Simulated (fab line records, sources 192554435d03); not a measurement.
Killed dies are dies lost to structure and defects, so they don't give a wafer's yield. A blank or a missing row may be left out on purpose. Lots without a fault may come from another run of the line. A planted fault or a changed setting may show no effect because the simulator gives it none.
A struck lot beside a sound one | flow n5_finfet | 16 steps out of a route of 1938
Sound: wafers L753.1, L753.2, L753.6. Struck: wafer L751.4. (L751.5, L751.6 of the same lot were not struck and are left out.) The cause comes at the end.
At each step with rows: each side's tool, then ch and its chambers, then its first start. Under that, the readings that differ: sound wafers | struck wafers | difference of the means | sigmas: that difference in standard deviations of wafers without a fault.
alike: readings whose means differ by less than 2 such deviations, and words and numbers that are the same on both sides. not compared: withheld readings, readings that some wafer has no value for, bounds like >300 that may hide the same value, and numbers for which the record gives no deviation and whose values overlap.
The two part at a step that has a row with sigmas, a row that says differs or no value, or rows on one side only. Numbers that don't overlap but have no deviation are shown without sigmas and don't part them. A reading that every wafer of one side lacks parts them only if that side has two wafers or more.

first, 8 steps without rows for these wafers: N5_BEOL_M1_COAT_62 (time 60 s, resist thk 12 nm); N5_BEOL_M1_COAT_73 (time 60 s, resist thk 5 nm); N5_BEOL_M1_COAT_05 (resist thk 30 nm); N5_BEOL_M1_EBR_07; N5_BEOL_M1_SOFTBAKE_06 (time 60 s); N5_BEOL_M1_EXPOSE_08 (exposes mask M1); N5_BEOL_M1_PEB_09 (peb time 60 s); N5_BEOL_M1_DEVELOP_10 (develop time 30 s).
N5_BEOL_M1_CD_MEAS_11: target cd 17.05 nm.
  sound on cd_sem-01 ch 0, day 9 11:03; struck on cd_sem-01 ch 0, day 8 16:01
  alike: cd_nm
N5_BEOL_M1_OVL_MEAS_12:
  sound on overlay-02 ch 0, day 9 11:05; struck on overlay-01 ch 0, day 8 16:03
  alike: M1_OVL
N5_BEOL_M1_INSPECT_13: inspects for defects (brightfield).
  sound on defect_inspect-02, day 9 11:08; struck on defect_inspect-02, day 8 16:05
  alike: raw_defect_count
N5_BEOL_M1_DESCUM_16: chemistry O2, time 7 s.
  sound on rie_diel-01 ch 1,2, day 9 11:10; struck on rie_diel-05 ch 0, day 8 16:17
  reading                         | sound          | struck | difference | sigmas
  showerhead_plenum_p_Torr (Torr) | 2.04 2.02 2.02 | 2.16   | +0.13      | +2
  alike: drypump_motor_current_A, oes_product_au, rf_fwd_power_W, rf_vpp_V, throttle_valve_pct
  not compared: rf_hours_counter_h
N5_BEOL_M1_ETCH_74: etches underlayer in N2/H2, target depth 6.5 nm, time 5.2 s.
  sound on rie_diel-01 ch 1,2, day 9 11:13; struck on rie_diel-05 ch 0, day 8 16:19
  reading               | sound          | struck | difference | sigmas
  etch_rf_on_time_s (s) | 5.22 5.29 5.31 | 3.47   | -1.80      | -15
  oes_product_au (a.u.) | 0.69 0.69 0.69 | 1.03   | +0.34      | +7
  alike: drypump_motor_current_A, rf_fwd_power_W, rf_vpp_V, showerhead_plenum_p_Torr, throttle_valve_pct
  not compared: rf_hours_counter_h
N5_BEOL_M1_ETCH_63: etches SiARC in CF4, target depth 15.6 nm, time 26 s.
  sound on rie_diel-01 ch 1,2, day 9 11:13; struck on rie_diel-05 ch 0, day 8 16:20
  reading               | sound             | struck | difference | sigmas
  oes_product_au (a.u.) | 0.67 0.70 0.69    | 0.80   | +0.11      | +2
  rf_vpp_V (V)          | 181.9 182.9 183.6 | 185.4  | +2.6       | +2
  alike: cf4_flow_sccm, drypump_motor_current_A, etch_rf_on_time_s, rf_fwd_power_W, showerhead_plenum_p_Torr, throttle_valve_pct
  not compared: rf_hours_counter_h
-- the record jumps here: 3 days lie between the struck wafers' starts before and after (it left off in module BEOL_M1 and takes up again in module BEOL_M4, whose first step shown is number 1111 of the route) --
N5_BEOL_M4_RC_MEAS_101:
  sound on prober-02 ch 0, day 11 14:33; struck on prober-01 ch 0, day 11 07:22
  reading       | sound          | struck | difference | sigmas
  ION_P (uA/um) | 465 466 467    | 449    | -17        | -2
  VT_P (mV)     | -247 -247 -247 | -258   | -11        | -3
  alike: DIBL_N, DIBL_P, IOFF_N, IOFF_P, ION_N, SS_N, SS_P, VT_N
-- the record jumps here: 5 days lie between the struck wafers' starts before and after (it left off in module BEOL_M4 and takes up again in module PASSIVATION, whose first step shown is number 1936 of the route) --
N5_PASSIVATION_PROBE_49:
  sound on prober-01, day 16 04:17; struck on prober-02, day 15 20:46
  alike: defect_limited_yield, killed_at_M0_to_M3, killed_at_M4_up, killed_at_contacts, killed_at_front_end, killed_at_other, killed_dies, killed_open, killed_short, sort_bin_5_function, sort_bin_6_memory, sort_n_pass, sort_yield_pct

WHERE THEY PART
First at N5_BEOL_M1_DESCUM_16; last, within this record, at N5_BEOL_M4_RC_MEAS_101. Later steps at which nothing parts them and some readings are alike: N5_PASSIVATION_PROBE_49.

WHY: what the simulator had put in
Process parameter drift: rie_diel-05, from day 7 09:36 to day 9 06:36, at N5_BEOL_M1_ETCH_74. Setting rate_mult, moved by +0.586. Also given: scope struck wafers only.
